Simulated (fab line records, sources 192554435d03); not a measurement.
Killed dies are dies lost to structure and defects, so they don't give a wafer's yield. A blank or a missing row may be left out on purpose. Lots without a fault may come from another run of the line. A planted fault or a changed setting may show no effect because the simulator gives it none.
Split-lot experiment | flow n5_finfet | 7 lots, 39 wafers read, on a route of 1938 steps

THE SPLIT
At N5_BEOL_M9_ILD_DEP_00 (deposits SiCOH lowk from DEMS/porogen, target thk 308.51 nm, time 58 s), the setting target_thk_a was moved away from the recipe's 3085.1 angstrom on 12 of the 39 wafers read, by -39.2% to +58.3%. The other wafers ran this setting at the recipe's value.

FROM THE SPLIT TO THE READING: what the file shows between them, 1 step
- N5_BEOL_M9_CURE_71: cures SiCOH lowk, time 240 s

THE READING
M9_ILD_THK, in nm, at N5_BEOL_M9_THK_MEAS_01. Fault-free wafers of this fab line usually give 269 nm, standard deviation 3.3 nm.

wafer  | tool, chamber at the split | target_thk_a as run, angstrom | against the recipe | M9_ILD_THK, nm | against lot-mates on the recipe
L079.2 | pecvd-04, 0                | 3085.1                        | recipe             | 265            | -
L079.4 | pecvd-04, 0                | 3085.1                        | recipe             | 270            | -
L079.6 | pecvd-04, 2                | 3085.1                        | recipe             | 266            | -
L077.1 | pecvd-04, 2                | 3869                          | +25.4%             | 333            | +65
L077.2 | pecvd-04, 1                | 3869                          | +25.4%             | 332            | +64
L077.3 | pecvd-04, 0                | 3085.1                        | recipe             | 266            | -
L077.4 | pecvd-04, 1                | 3085.1                        | recipe             | 270            | -
L077.5 | pecvd-04, 0                | 3085.1                        | recipe             | 267            | -
L077.6 | pecvd-04, 2                | 3869                          | +25.4%             | 339            | +71
L078.1 | pecvd-04, 2                | 3085.1                        | recipe             | 264            | -
L078.2 | pecvd-04, 1                | 3085.1                        | recipe             | 261            | -
L078.3 | pecvd-04, 1                | 3085.1                        | recipe             | 265            | -
L078.4 | pecvd-04, 2                | 3085.1                        | recipe             | 265            | -
L078.5 | pecvd-04, 1                | 3085.1                        | recipe             | 267            | -
L078.6 | pecvd-04, 2                | 3085.1                        | recipe             | 264            | -
L081.1 | pecvd-03, 1                | 3085.1                        | recipe             | 270            | -
L081.2 | pecvd-03, 2                | 3085.1                        | recipe             | 267            | -
L081.3 | pecvd-03, 0                | 3085.1                        | recipe             | 268            | -
L081.4 | pecvd-03, 1                | 3085.1                        | recipe             | 274            | -
L081.5 | pecvd-03, 2                | 3085.1                        | recipe             | 269            | -
L081.6 | pecvd-03, 0                | 3085.1                        | recipe             | 273            | -
L085.1 | pecvd-03, 0                | 3085.1                        | recipe             | 268            | -
L085.2 | pecvd-03, 2                | 4885                          | +58.3%             | 427            | +156
L085.3 | pecvd-03, 1                | 4885                          | +58.3%             | 430            | +159
L085.4 | pecvd-03, 1                | 3085.1                        | recipe             | 274            | -
L085.5 | pecvd-03, 0                | 4885                          | +58.3%             | 437            | +166
L085.6 | pecvd-03, 2                | 3085.1                        | recipe             | 272            | -
L087.1 | pecvd-03, 0                | 3085.1                        | recipe             | 267            | -
L087.2 | pecvd-03, 2                | 3813                          | +23.6%             | 331            | +61
L087.3 | pecvd-03, 1                | 3813                          | +23.6%             | 334            | +64
L087.4 | pecvd-03, 1                | 3813                          | +23.6%             | 340            | +70
L087.5 | pecvd-03, 2,0              | 3085.1                        | recipe             | 271            | -
L087.6 | pecvd-03, 2,0              | 3085.1                        | recipe             | 271            | -
L095.1 | pecvd-04, 1                | 1876                          | -39.2%             | 158            | -108
L095.2 | pecvd-04, 0                | 1876                          | -39.2%             | 159            | -107
L095.3 | pecvd-04, 2                | 3085.1                        | recipe             | 264            | -
L095.4 | pecvd-04, 0                | 3085.1                        | recipe             | 268            | -
L095.5 | pecvd-04, 1                | 3085.1                        | recipe             | 267            | -
L095.6 | pecvd-04, 2                | 1876                          | -39.2%             | 161            | -105
Where a row lists several chambers, the file gives one row for several wafers and doesn't say which wafer went through which chamber.

THE FIT
A straight line over all 39 wafers: M9_ILD_THK changes by +2.78 nm for each +1% of target_thk_a; r = +1.00; the points scatter about the line by 3.5 nm.
The same after taking each lot's own level away (the mean of its wafers on the recipe; 39 wafers): +2.73 nm for each +1%; r = +1.00; scatter 2.7 nm.
On that fit, the largest move of target_thk_a shifts the reading by 1.6e+02 nm.
The lots' own levels span 264.3 to 271.3 nm, that is 2.1 times the standard deviation above.
So the lot-to-lot level changes the slope little: the two slopes agree.
Check: with one of the wafers moved furthest among these (+58.3%) left out of the fit, the line predicts +160 nm for it against its lot-mates. It came out at +156 nm against them.

THE WHOLE CHAIN: every reading that the file lists as answering this split, in the file's order
step                   | what it does                                                           | reading                                                                                  | change (the file's fit)              | r (the file's)
N5_BEOL_M9_ILD_DEP_00  | deposits SiCOH lowk from DEMS/porogen, target thk 308.51 nm, time 58 s | SiCOH_lowk_of_BEOL_M9_ILD_DEP_00.thk_nm (the simulator's own value, which no gauge read) | +3.07 nm for each +1% of the setting | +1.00
N5_BEOL_M9_CURE_71     | cures SiCOH lowk, time 240 s                                           | SiCOH_lowk_of_BEOL_M9_ILD_DEP_00.thk_nm (the simulator's own value, which no gauge read) | +2.73 nm for each +1% of the setting | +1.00
N5_BEOL_M9_THK_MEAS_01 |                                                                        | M9_ILD_THK                                                                               | +2.73 for each +1% of the setting    | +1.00

THE FILE'S OWN FIT
M9_ILD_THK changes by +2.73 nm for each +1% of target_thk_a, r = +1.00.
